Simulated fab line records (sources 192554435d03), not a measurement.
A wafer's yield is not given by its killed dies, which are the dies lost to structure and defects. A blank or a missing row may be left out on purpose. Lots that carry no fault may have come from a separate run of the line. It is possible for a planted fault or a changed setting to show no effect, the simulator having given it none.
Matching of chambers :: flow n5Finfet :: rieDiel-02 running N5_BEOL_M7_STRIP_36: 4 sister chambers
The step strips in N2/H2. 4 wafers are shown with their chamber, then 8 later ones without.

## EACH WAFER AND ITS CHAMBER
wafer: L088.2
chamber: 2
drypumpMotorCurrentA (A): 6.0

wafer: L088.5
chamber: 0
drypumpMotorCurrentA (A): 4.8

wafer: L093.5
chamber: 3
drypumpMotorCurrentA (A): 5.9

wafer: L096.1
chamber: 1
drypumpMotorCurrentA (A): 5.6

## WAFERS WITH NO CHAMBER GIVEN
wafer: L096.2
drypumpMotorCurrentA (A): 6.1

wafer: L096.3
drypumpMotorCurrentA (A): 4.8

wafer: L095.1
drypumpMotorCurrentA (A): 6.0

wafer: L095.2
drypumpMotorCurrentA (A): 5.6

wafer: L095.4
drypumpMotorCurrentA (A): 5.9

wafer: L097.4
drypumpMotorCurrentA (A): 5.9

wafer: L097.5
drypumpMotorCurrentA (A): 5.6

wafer: L097.6
drypumpMotorCurrentA (A): 6.1

## WHICH CHAMBER EACH WENT THROUGH
wafer: L096.2
from the rows above: 2
in truth: 2

wafer: L096.3
from the rows above: 0
in truth: 0

wafer: L095.1
from the rows above: 2
in truth: 2

wafer: L095.2
from the rows above: 1
in truth: 1

wafer: L095.4
from the rows above: 3
in truth: 3

wafer: L097.4
from the rows above: 3
in truth: 3

wafer: L097.5
from the rows above: 1
in truth: 1

wafer: L097.6
from the rows above: 2
in truth: 2
Correctly placed: 8 of 8. Left unplaced by these rows: 0. Number placed wrongly: 0.
How it was worked out, from the rows above alone: a wafer's distance from a chamber is the root of the sum, over the readings, of the square of ((its reading less the chamber's mean) divided by the reading's scatter). The wafer belongs to the nearest chamber; if the next one is less than 2 further off, it can't be placed. A chamber's mean is the mean of its shown wafers. The scatter: with one shown wafer a chamber, the root of the mean of the squares of how far each hidden wafer lies from its nearest shown one.
